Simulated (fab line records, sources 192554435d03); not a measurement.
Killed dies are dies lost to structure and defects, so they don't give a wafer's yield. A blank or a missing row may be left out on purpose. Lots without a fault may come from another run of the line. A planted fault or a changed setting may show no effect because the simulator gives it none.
fab line records | flow n5_finfet
record lots=4 wafers=12 last_day=18
route steps=1938 shown BEOL_M4@1099 BEOL_M5@1112 PASSIVATION@1936
lots that met no fault: from a run of the same line without faults
start_h: hours from the record's first day to the start of the lot's first wafer shown | wait_h: hours since the lot's step before | " the same as in the row above | L1.1+2: a row that stands for several wafers | - no value, or no start given | * or withheld: withheld | < > ~ a bound
route shown NAME@n: a module of which the file shows steps, and the number in the route of the first | usual: mean/standard deviation of fault-free wafers | same: alike in all rows | chamber/n: place in a boat | sites: the reading at each site | _std_site: their standard deviation | _edge_site: outer sites' mean less inner sites' | radius_mm: how far each site lies from the wafer's centre | mask NAME#n: copy n | behind: the tool/chamber that last shaped the wafer | hold: why the lot was held/for how many hours/how that ended | device: the transistor (n, p or np) that didn't switch | end of line: the same wafers' tests at the end of the route | a step without rows: its recipe alone | killed: dies lost to structure and defects at the first sort, not the wafer's yield | map: a wafer's dies, x killed, . not, _ none there
set.NAME: the setting as run; set.NAME@STEP: as run at that earlier step | model.NAME: the simulator's own value behind a step, which no gauge read
lots at some steps of the route; a table a step, a row a wafer
services: from which hour (start_h, from the record's first day; less than 0 if before it) a tool's chamber was out of use, for how many hours, and why
## steps
# step N5_BEOL_M4_ANNEAL_95
# recipe temp_c=400 time_s=240 ambient=vacuum
# step N5_BEOL_M4_SPUTTER_96
# recipe material=Cu target_thk_a=45 temp_c=-20 chamber_pressure_pa=0.07 power_w=withheld time_s=8.29
# step N5_BEOL_M4_ECD_50
# recipe material=Cu target_thk_a=3000
# step N5_BEOL_M4_ANNEAL_51
# recipe temp_c=225 time_s=90 ambient=N2
# step N5_BEOL_M4_CMP_52
# recipe stop_on=SiOC t_overpolish_s=6.8 down_force_psi=1 platen_rpm=50 clearing_platen_down_force_psi=1.5 clearing_platen_rpm=50 post_cmp_clean=cu_alkaline target_thk_nm=40 clearing_platen_pad_velocity_m_s=0.99484 pad_velocity_m_s=0.99484
# step N5_BEOL_M4_PRE_CLEAN_60
# recipe gas=NH3/H2 time_s=15 temp_c=* rf_power_w=300
# step N5_BEOL_M4_CO_CAP_55
# recipe material=Co target_thk_a=20 temp_c=200 precursor=CCTBA/H2 pressure_torr=30 time_s=102.1
# step N5_BEOL_M4_PRE_CLEAN_56
# recipe gas=NH3 time_s=15 temp_c=withheld rf_power_w=300
# step N5_BEOL_M4_DEP_57
# recipe material=SiCN target_thk_a=80 temp_c=withheld precursor=3MS/NH3 pressure_torr=3 rf_w=202 time_s=14
# step N5_BEOL_M4_RC_MEAS_101
# usual DIBL_N=37.2/2.5 DIBL_P=38/3 IOFF_N=0.17/0.044 IOFF_P=0.24/0.059 ION_N=667/13 ION_P=461/7.9 SS_N=71.8/0.86 SS_P=73.6/0.92 VT_N=250/4.1 VT_P=-249/3.9
# columns lot.wafer tool chamber start_h wait_h DIBL_N[mV/V] DIBL_P[mV/V] IOFF_N[nA/um] IOFF_P[nA/um] ION_N[uA/um] ION_P[uA/um] SS_N[mV/dec] SS_P[mV/dec] VT_N[mV] VT_P[mV]
L648.2 prober-01 0 175.31 0.2 38.1 37 0.16 0.20 661 451 73.0 73.7 255 -253
L648.3 " 0 " " 33.0 33 0.11 0.17 648 450 70.8 72.4 258 -253
L648.5 " 0 " " 39.6 40 0.20 0.25 673 457 72.4 73.9 249 -250
L656.1 prober-02 0 216.35 0.0 34.9 33 0.10 0.18 653 456 71.6 72.5 257 -249
L656.5 " 0 " " 39.0 39 0.18 0.28 681 467 71.6 74.6 249 -246
L656.6 " 0 " " 35.7 34 0.12 0.20 665 461 71.2 73.0 255 -249
L658.1 prober-01 0 233.05 0.0 35.9 36 0.17 0.22 672 458 72.2 73.3 249 -250
L658.2 " 0 " " 38.5 38 0.24 0.25 686 460 72.6 74.1 244 -249
L658.5 " 0 " " 40.3 41 0.25 0.30 679 461 73.2 74.3 247 -246
L670.1 prober-01 0 315.40 0.0 38.3 37 0.15 0.25 665 463 72.4 73.5 252 -247
L670.2 " 0 " " 37.9 36 0.14 0.22 650 454 71.4 74.0 254 -248
L670.3 " 0 " " 40.6 40 0.21 0.32 679 469 73.0 74.8 249 -246
# step N5_BEOL_M5_ILD_DEP_00
# recipe material=SiCOH_lowk target_thk_a=1406.4 temp_c=300 precursor=DEMS/porogen pressure_torr=5 rf_w=500 time_s=25.9
# step N5_BEOL_M5_CURE_79
# recipe temp_c=385 time_s=240 ambient=He/Ar material=SiCOH_lowk
# step N5_BEOL_M5_PECVD_70
# recipe material=SiO2 target_thk_a=160 temp_c=400 precursor=TEOS/O2 pressure_torr=5.5 rf_w=450 teos_flow_sccm=53.8 gas=O2 flow_sccm=3000 time_s=18
# step N5_BEOL_M5_HM_DEP_02
# recipe material=TiN target_thk_a=200 temp_c=25 chamber_pressure_pa=0.49996
# step N5_BEOL_M5_COAT_59
# recipe resist=SOC temp_c=250 time_s=60 spin_rpm=1500 resist_thk_nm=60
# step N5_BEOL_M5_COAT_60
# recipe resist=SiARC temp_c=220 time_s=60 spin_rpm=1500 resist_thk_nm=12
# step N5_BEOL_M5_COAT_71
# recipe resist=underlayer temp_c=205 time_s=60 spin_rpm=1500 resist_thk_nm=5
# step N5_BEOL_M5_COAT_05
# recipe resist=CAR-EUV spin_rpm=1500 resist_thk_nm=30
# step N5_BEOL_M5_EBR_07
# recipe solvent=PGMEA ebr_width_mm=1.5
# step N5_BEOL_M5_SOFTBAKE_06
# recipe temp_c=110 time_s=60 resist=CAR-EUV
# step N5_BEOL_M5_EXPOSE_08
# recipe mask_id=M5 na=0.33 source_shape=annular sigma_inner=0.4 sigma_outer=0.8 polarization=unpolarized target_cd_nm=28 dose_mj=35.75
# step N5_BEOL_M5_PEB_09
# recipe peb_temp_c=100 peb_time_s=60 resist=CAR-EUV
# step N5_BEOL_M5_DEVELOP_10
# recipe develop_time_s=30 developer=TMAH resist=CAR-EUV rinse_liquid=surfactant_rinse dry=air_spin dev_temp_c=23
# step N5_BEOL_M5_DESCUM_16
# recipe chemistry=O2 time_s=7 source_power_w=50 bias_power_w=20 pressure_mtorr=20 rf_frequency_hz=2.712e+07 temp_c=40 resist=CAR-EUV o2_flow_sccm=225
# step N5_BEOL_M5_ETCH_72
# recipe chemistry=N2/H2 target=underlayer target_depth_a=65 mask_material=CAR-EUV time_s=5.2 ion_energy_ev=200 pressure_mtorr=30 source_w=840 bias_w=150 n2_flow_sccm=200 h2_flow_sccm=200 ends=cleared
# step N5_BEOL_M5_ETCH_61
# recipe chemistry=CF4 target=SiARC target_depth_a=156 mask_material=CAR-EUV time_s=26 ion_energy_ev=80 pressure_mtorr=40 source_w=545 bias_w=36 Ar_flow_sccm=100 cf4_flow_sccm=100 ends=cleared
# step N5_BEOL_M5_ETCH_62
# recipe chemistry=N2/H2 target=SOC target_depth_a=750 overetch_a=150 mask_material=SiARC temp_c=40 time_s=112.5 ion_energy_ev=200 pressure_mtorr=30 source_w=840 bias_w=150 n2_flow_sccm=200 h2_flow_sccm=200
# step N5_BEOL_M5_STRIP_63
# recipe chemistry=N2/H2 temp_c=40 n2_flow_sccm=200 h2_flow_sccm=200 rf_frequency_hz=6e+07
# step N5_BEOL_M5_STRIP_73
# recipe chemistry=N2/H2 temp_c=40 n2_flow_sccm=200 h2_flow_sccm=200 rf_frequency_hz=6e+07
# step N5_BEOL_M5_STRIP_64
# recipe chemistry=CF4 resist=SiARC power_w=300 bias_power_w=75 pressure_mtorr=50 cf4_flow_sccm=150 rf_frequency_hz=6e+07
# step N5_BEOL_M5_HM_OPEN_17
# recipe chemistry=Cl2/BCl3 target_depth_a=200 overetch_a=60 target=TiN mask_material=SOC ion_energy_ev=150 pressure_mtorr=10 icp_w=1000 bias_w=126 Cl2_flow_sccm=53.25 bcl3_flow_sccm=21.75 Ar_flow_sccm=25
# step N5_BEOL_M5_STRIP_19
# recipe chemistry=O2 power_w=400 temp_c=40 pressure_mtorr=30 rf_frequency_hz=6e+07 bias_power_w=0 overash_fraction=0.2 o2_flow_sccm=225
# step N5_BEOL_M5_COAT_65
# recipe resist=SOC temp_c=250 time_s=60 spin_rpm=1500 resist_thk_nm=60
# step N5_BEOL_M5_COAT_66
# recipe resist=SiARC temp_c=220 time_s=60 spin_rpm=1500 resist_thk_nm=12
# step N5_BEOL_M5_CMP_52
# recipe stop_on=SiCOH_lowk t_overpolish_s=6.9 down_force_psi=1 platen_rpm=50 clearing_platen_down_force_psi=1.5 clearing_platen_rpm=50 post_cmp_clean=cu_alkaline target_thk_nm=62 clearing_platen_pad_velocity_m_s=0.99484 pad_velocity_m_s=0.99484
# usual barrier_field_endpoint_s=24.8/0.77 motor_current_A=6.2/0.67 overpolish_run_s=6.900/0.0092 time_to_endpoint_s=62/4.3
# columns lot.wafer tool chamber start_h wait_h barrier_field_endpoint_s motor_current_A overpolish_run_s time_to_endpoint_s
L648.2 cmp-04 2 188.00 0.3 24.8 6.3 6.890 66
L648.3 " 3 " " 22.7 6.4 6.909 54
L648.5 " 1 " " 23.8 6.5 6.888 54
L656.1 cmp-04 0 234.84 0.3 24.2 5.0 6.888 60
L656.6 " 0 " " 41.4 5.0 0.044 81
L656.5 " 1 " " 41.4 6.7 0.038 81
L658.1 cmp-04 2 244.80 0.3 25.6 6.2 6.908 66
L658.2 " 3 " " 23.5 6.3 6.900 57
L658.5 " 2 " " 41.4 6.4 0.041 81
L670.3 cmp-03 3 326.56 0.2 24.6 6.3 6.913 64
L670.2 " 0 " " 23.3 6.8 6.903 61
L670.1 " 2 " " 24.6 7.4 6.901 61
# step N5_BEOL_M5_THK_MEAS_53
# recipe thk_meas_gauge=xrf reads=Cu_of_BEOL_M5_ECD_50
# usual M5_THK=61.9/2.5
# columns lot.wafer tool chamber start_h wait_h M5_THK[nm]
L648.2 film_metro-02 - 188.22 - 61.0
L648.3 " - " " 56.9
L648.5 " - " " 55.1
L656.1 film_metro-02 - 235.13 - 61.3
L656.5 " - " " 173.7
L656.6 " - " " 175.5
L658.1 film_metro-01 - 245.06 - 62.0
L658.2 " - " " 61.4
L658.5 " - " " 176.2
L670.1 film_metro-01 - 326.85 - 61.5
L670.2 " - " " 61.5
L670.3 " - " " 61.2
# step N5_BEOL_M5_INSPECT_58
# recipe inspect_instrument=darkfield mode=post_dep
# usual raw_defect_count=75/24
# columns lot.wafer tool chamber start_h wait_h raw_defect_count
L648.2 defect_inspect-02 - 188.51 0.0 61
L648.3 " - " " 139
L648.5 " - " " 138
L656.1 defect_inspect-01 - 235.42 0.0 89
L656.5 " - " " 1896
L656.6 " - " " 1892
L658.1 defect_inspect-02 - 245.34 0.0 34
L658.2 " - " " 82
L658.5 " - " " 1895
L670.1 defect_inspect-02 - 327.28 0.0 61
L670.2 " - " " 83
L670.3 " - " " 47
# step N5_PASSIVATION_PROBE_49
# usual defect_limited_yield=91.5/1.4 killed_at_M0_to_M3=32/11 killed_at_M4_up=12/4.4 killed_at_contacts=13/6.1 killed_at_front_end=39/12 killed_at_other=3.9/3 killed_dies=100/17 killed_on_rim=13/3.9 killed_open=66/12 killed_short=33/7.4 sort_bin_4_leakage=0.03/0.14 sort_bin_5_function=5.0/0.95 sort_bin_6_memory=3.2/0.66 sort_n_pass=1079/17 sort_yield_pct=91.4/1.5
# same gross_dies=1180 killed_at_back_side=0 sort_bin_8_speed[%]=0
# columns lot.wafer tool chamber start_h wait_h defect_limited_yield[%] killed_at_M0_to_M3 killed_at_M4_up killed_at_contacts killed_at_front_end killed_at_other killed_dies killed_on_rim killed_open killed_short sort_bin_4_leakage[%] sort_bin_5_function[%] sort_bin_6_memory[%] sort_n_pass sort_yield_pct[%]
L648.2 prober-02 - 283.05 0.1 89.7 47 8 26 37 3 121 9 72 42 0 5.8 3.3 1059 89.7
L648.3 prober-02 - 283.10 0.1 90.0 32 5 27 47 7 118 19 82 36 0 6.1 3.7 1062 90.0
L648.5 prober-02 - 283.20 0.2 89.7 31 13 18 51 9 122 14 74 48 0 6.5 3.5 1058 89.7
L656.1 prober-02 - 331.98 0.0 88.4 32 18 23 60 4 137 18 100 37 0 6.9 4.2 1043 88.4
L656.5 prober-02 - 332.18 0.2 0 22 1072 20 63 3 1180 152 81 38 0 4.7 5.1 0 0
L656.6 prober-02 - 332.23 0.3 0 42 1077 21 35 5 1180 152 78 45 0 5.4 4.6 0 0
L658.1 prober-02 - 340.18 0.0 92.8 44 3 17 21 0 85 12 46 34 0 3.9 3.2 1095 92.8
L658.2 prober-02 - 340.23 0.1 92.5 14 12 17 33 12 88 11 50 36 0 4.0 3.1 1092 92.5
L658.5 prober-02 - 340.38 0.2 0 35 1105 12 26 2 1180 152 56 29 0 4.7 2.2 0 0
L670.1 prober-01 - 432.47 0.0 91.3 33 14 18 34 4 103 14 62 40 0 5.2 3.4 1077 91.3
L670.2 prober-01 - 432.52 0.1 89.0 24 10 18 72 6 130 20 85 45 0 6.9 3.8 1050 89.0
L670.3 prober-01 - 432.57 0.1 93.4 25 16 7 29 1 78 9 49 27 0.17 3.6 2.8 1100 93.2
# killed by level:class
L648.2 MOL_CONTACT_COAG:geometric_particle:open=21 BEOL_M0_SAQP:geometric_particle:open=14 BEOL_M1:geometric_particle:short=12 BEOL_M0_SAQP:geometric_particle:short=7 HKMG_FIN:area_etch=6 FIN_SAQP:geometric_particle:open=5 DUMMY_GATE:geometric_particle:open=5 ILD0:geometric_particle:open=5
L648.3 MOL_CONTACT_COAG:geometric_particle:open=22 BEOL_M0_SAQP:geometric_particle:open=10 FIN_SAQP:geometric_particle:open=9 SPACER0:geometric_particle:open=9 FIN_SAQP:geometric_particle:short=7 STI_FIN_REVEAL:geometric_particle:open=6 BEOL_M0_SAQP:geometric_particle:short=6 MOL_CONTACT_COAG:geometric_particle:short=5
L648.5 MOL_CONTACT_COAG:geometric_particle:open=15 STI_FIN_REVEAL:geometric_particle:open=13 FIN_SAQP:geometric_particle:open=10 BEOL_M1:geometric_particle:open=8 BEOL_M0_SAQP:geometric_particle:short=8 FIN_SAQP:geometric_particle:short=7 BEOL_M1:geometric_particle:short=6 GATE_CUT:geometric_particle:open=4
L656.1 MOL_CONTACT_COAG:geometric_particle:open=20 FIN_SAQP:geometric_particle:open=18 STI_FIN_REVEAL:geometric_particle:open=16 FIN_SAQP:geometric_particle:short=12 BEOL_M4:geometric_particle:open=9 BEOL_M0_SAQP:geometric_particle:short=7 BEOL_M0_SAQP:geometric_particle:open=6 BEOL_M2:geometric_particle:open=6
L656.5 BEOL_M5:area_cmp=1061 STI_FIN_REVEAL:geometric_particle:open=27 MOL_CONTACT_COAG:geometric_particle:open=15 FIN_SAQP:geometric_particle:open=8 STI_FIN_REVEAL:geometric_particle:short=7 MOL_CONTACT_COAG:geometric_particle:short=5 FIN_SAQP:geometric_particle:short=4 BEOL_M0_SAQP:geometric_particle:short=4
L656.6 BEOL_M5:area_cmp=1056 MOL_CONTACT_COAG:geometric_particle:open=16 BEOL_M0_SAQP:geometric_particle:open=11 FIN_SAQP:geometric_particle:short=10 BEOL_M0_SAQP:geometric_particle:short=10 BEOL_M4:geometric_particle:open=9 FIN_SAQP:geometric_particle:open=8 BEOL_M1:geometric_particle:open=8
L658.1 MOL_CONTACT_COAG:geometric_particle:open=12 BEOL_M2:geometric_particle:short=9 BEOL_M2:geometric_particle:open=9 BEOL_M0_SAQP:geometric_particle:short=8 BEOL_M0_SAQP:geometric_particle:open=8 FIN_SAQP:geometric_particle:short=6 BEOL_M3:geometric_particle:open=6 FIN_SAQP:geometric_particle:open=5
L658.2 MOL_CONTACT_COAG:geometric_particle:open=12 FIN_SAQP:geometric_particle:open=7 ILD0:geometric_particle:short=6 FIN_SAQP:geometric_particle:short=5 STI_FIN_REVEAL:geometric_particle:open=5 PAD_METAL:geometric_particle:short=5 MOL_CONTACT_COAG:geometric_particle:short=4 BEOL_M1:geometric_particle:open=4
L658.5 BEOL_M5:area_cmp=1095 BEOL_M0_SAQP:geometric_particle:open=11 MOL_CONTACT_COAG:geometric_particle:open=9 BEOL_M2:geometric_particle:open=9 BEOL_M0_SAQP:geometric_particle:short=6 ILD0:geometric_particle:short=5 BEOL_M3:geometric_particle:open=5 FIN_SAQP:geometric_particle:open=3
L670.1 MOL_CONTACT_COAG:geometric_particle:open=14 FIN_SAQP:geometric_particle:open=9 BEOL_M0_SAQP:geometric_particle:short=9 BEOL_M3:geometric_particle:open=6 BEOL_M0_SAQP:geometric_particle:open=5 BEOL_M4:geometric_particle:open=5 FIN_SAQP:geometric_particle:short=4 GATE_CUT:geometric_particle:short=4
L670.2 FIN_SAQP:geometric_particle:short=20 MOL_CONTACT_COAG:geometric_particle:open=16 FIN_SAQP:geometric_particle:open=15 STI_FIN_REVEAL:geometric_particle:open=7 DUMMY_GATE:geometric_particle:open=7 BEOL_M3:geometric_particle:open=6 DUMMY_GATE:geometric_particle:short=5 ILD0:geometric_particle:open=5
L670.3 BEOL_M0_SAQP:geometric_particle:short=7 STI_FIN_REVEAL:geometric_particle:open=5 MOL_CONTACT_COAG:geometric_particle:open=5 BEOL_M4:geometric_particle:open=5 BEOL_M2:geometric_particle:open=5 FIN_SAQP:geometric_particle:open=4 BEOL_M0_SAQP:geometric_particle:open=4 BEOL_M3:geometric_particle:open=4
# map L656.5 (x killed, . not)
_________________xxxxxxxxxxxx________________
______________xxxxxxxxxxxxxxxxxx_____________
___________xxxxxxxxxxxxxxxxxxxxxxxx__________
__________xxxxxxxxxxxxxxxxxxxxxxxxxx_________
________xxxxxxxxxxxxxxxxxxxxxxxxxxxxxx_______
_______xxxxxxxxxxxxxxxxxxxxxxxxxxxxxxxx______
______xxxxxxxxxxxxxxxxxxxxxxxxxxxxxxxxxx_____
_____xxxxxxxxxxxxxxxxxxxxxxxxxxxxxxxxxxxx____
____xxxxxxxxxxxxxxxxxxxxxxxxxxxxxxxxxxxxxx___
___xxxxxxxxxxxxxxxxxxxxxxxxxxxxxxxxxxxxxxxx__
___xxxxxxxxxxxxxxxxxxxxxxxxxxxxxxxxxxxxxxxx__
__xxxxxxxxxxxxxxxxxxxxxxxxxxxxxxxxxxxxxxxxxx_
__xxxxxxxxxxxxxxxxxxxxxxxxxxxxxxxxxxxxxxxxxx_
_xxxxxxxxxxxxxxxxxxxxxxxxxxxxxxxxxxxxxxxxxxxx
_xxxxxxxxxxxxxxxxxxxxxxxxxxxxxxxxxxxxxxxxxxxx
_xxxxxxxxxxxxxxxxxxxxxxxxxxxxxxxxxxxxxxxxxxxx
_xxxxxxxxxxxxxxxxxxxxxxxxxxxxxxxxxxxxxxxxxxxx
_xxxxxxxxxxxxxxxxxxxxxxxxxxxxxxxxxxxxxxxxxxxx
_xxxxxxxxxxxxxxxxxxxxxxxxxxxxxxxxxxxxxxxxxxxx
_xxxxxxxxxxxxxxxxxxxxxxxxxxxxxxxxxxxxxxxxxxxx
_xxxxxxxxxxxxxxxxxxxxxxxxxxxxxxxxxxxxxxxxxxxx
__xxxxxxxxxxxxxxxxxxxxxxxxxxxxxxxxxxxxxxxxxx_
__xxxxxxxxxxxxxxxxxxxxxxxxxxxxxxxxxxxxxxxxxx_
___xxxxxxxxxxxxxxxxxxxxxxxxxxxxxxxxxxxxxxxx__
___xxxxxxxxxxxxxxxxxxxxxxxxxxxxxxxxxxxxxxxx__
____xxxxxxxxxxxxxxxxxxxxxxxxxxxxxxxxxxxxxx___
_____xxxxxxxxxxxxxxxxxxxxxxxxxxxxxxxxxxxx____
______xxxxxxxxxxxxxxxxxxxxxxxxxxxxxxxxxx_____
_______xxxxxxxxxxxxxxxxxxxxxxxxxxxxxxxx______
________xxxxxxxxxxxxxxxxxxxxxxxxxxxxxx_______
__________xxxxxxxxxxxxxxxxxxxxxxxxxx_________
___________xxxxxxxxxxxxxxxxxxxxxxxx__________
______________xxxxxxxxxxxxxxxxxx_____________
_________________xxxxxxxxxxxx________________
# map L658.5 (x killed, . not)
_________________xxxxxxxxxxxx________________
______________xxxxxxxxxxxxxxxxxx_____________
___________xxxxxxxxxxxxxxxxxxxxxxxx__________
__________xxxxxxxxxxxxxxxxxxxxxxxxxx_________
________xxxxxxxxxxxxxxxxxxxxxxxxxxxxxx_______
_______xxxxxxxxxxxxxxxxxxxxxxxxxxxxxxxx______
______xxxxxxxxxxxxxxxxxxxxxxxxxxxxxxxxxx_____
_____xxxxxxxxxxxxxxxxxxxxxxxxxxxxxxxxxxxx____
____xxxxxxxxxxxxxxxxxxxxxxxxxxxxxxxxxxxxxx___
___xxxxxxxxxxxxxxxxxxxxxxxxxxxxxxxxxxxxxxxx__
___xxxxxxxxxxxxxxxxxxxxxxxxxxxxxxxxxxxxxxxx__
__xxxxxxxxxxxxxxxxxxxxxxxxxxxxxxxxxxxxxxxxxx_
__xxxxxxxxxxxxxxxxxxxxxxxxxxxxxxxxxxxxxxxxxx_
_xxxxxxxxxxxxxxxxxxxxxxxxxxxxxxxxxxxxxxxxxxxx
_xxxxxxxxxxxxxxxxxxxxxxxxxxxxxxxxxxxxxxxxxxxx
_xxxxxxxxxxxxxxxxxxxxxxxxxxxxxxxxxxxxxxxxxxxx
_xxxxxxxxxxxxxxxxxxxxxxxxxxxxxxxxxxxxxxxxxxxx
_xxxxxxxxxxxxxxxxxxxxxxxxxxxxxxxxxxxxxxxxxxxx
_xxxxxxxxxxxxxxxxxxxxxxxxxxxxxxxxxxxxxxxxxxxx
_xxxxxxxxxxxxxxxxxxxxxxxxxxxxxxxxxxxxxxxxxxxx
_xxxxxxxxxxxxxxxxxxxxxxxxxxxxxxxxxxxxxxxxxxxx
__xxxxxxxxxxxxxxxxxxxxxxxxxxxxxxxxxxxxxxxxxx_
__xxxxxxxxxxxxxxxxxxxxxxxxxxxxxxxxxxxxxxxxxx_
___xxxxxxxxxxxxxxxxxxxxxxxxxxxxxxxxxxxxxxxx__
___xxxxxxxxxxxxxxxxxxxxxxxxxxxxxxxxxxxxxxxx__
____xxxxxxxxxxxxxxxxxxxxxxxxxxxxxxxxxxxxxx___
_____xxxxxxxxxxxxxxxxxxxxxxxxxxxxxxxxxxxx____
______xxxxxxxxxxxxxxxxxxxxxxxxxxxxxxxxxx_____
_______xxxxxxxxxxxxxxxxxxxxxxxxxxxxxxxx______
________xxxxxxxxxxxxxxxxxxxxxxxxxxxxxx_______
__________xxxxxxxxxxxxxxxxxxxxxxxxxx_________
___________xxxxxxxxxxxxxxxxxxxxxxxx__________
______________xxxxxxxxxxxxxxxxxx_____________
_________________xxxxxxxxxxxx________________
## services
# columns tool chamber start_h hours kind
cmp-03 - 226.70 1.3 repair
cmp-04 - 306.07 0.5 repair
cmp-03 - 311.23 4.0 pm
cmp-03 - 315.23 - consumable_replace:conditioner
cmp-03 - 315.23 - consumable_replace:pad
cmp-04 - 319.68 1.3 repair
## key
first_sign step=N5_BEOL_M5_CMP_52 reading=overpolish_run_s direction=down sigmas=99+ usual=6.900 struck=0.041
effect step=N5_BEOL_M5_CMP_52 reading=barrier_field_endpoint_s direction=up sigmas=22 usual=24.8 struck=41.4
effect step=N5_BEOL_M5_THK_MEAS_53 reading=M5_THK direction=up sigmas=46 usual=61.9 struck=175.1
effect step=N5_BEOL_M5_INSPECT_58 reading=raw_defect_count direction=up sigmas=76 usual=75 struck=1894
effect step=N5_PASSIVATION_PROBE_49 reading=killed_at_M4_up direction=up sigmas=99+ usual=12 struck=1085
more_kills_born_at N5_BEOL_M5_CMP_52@cmp-04=3212
met_at N5_BEOL_M5_CMP_52
struck_wafers L656.5,L656.6,L658.5
later_rows_left_out L656.5,L656.6,L658.5
onset_between 188.00 234.84
fault kind=process_parameter_drift tool=cmp-04 chamber=- onset_h=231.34 steps=N5_BEOL_M5_CMP_52 channel=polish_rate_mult offset=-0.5 shape=step end_h=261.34 scope=struck_wafers_only
# later_rows_left_out: the simulator's readings of these wafers behind a module that went badly wrong aren't trusted and aren't shown, but for the sort
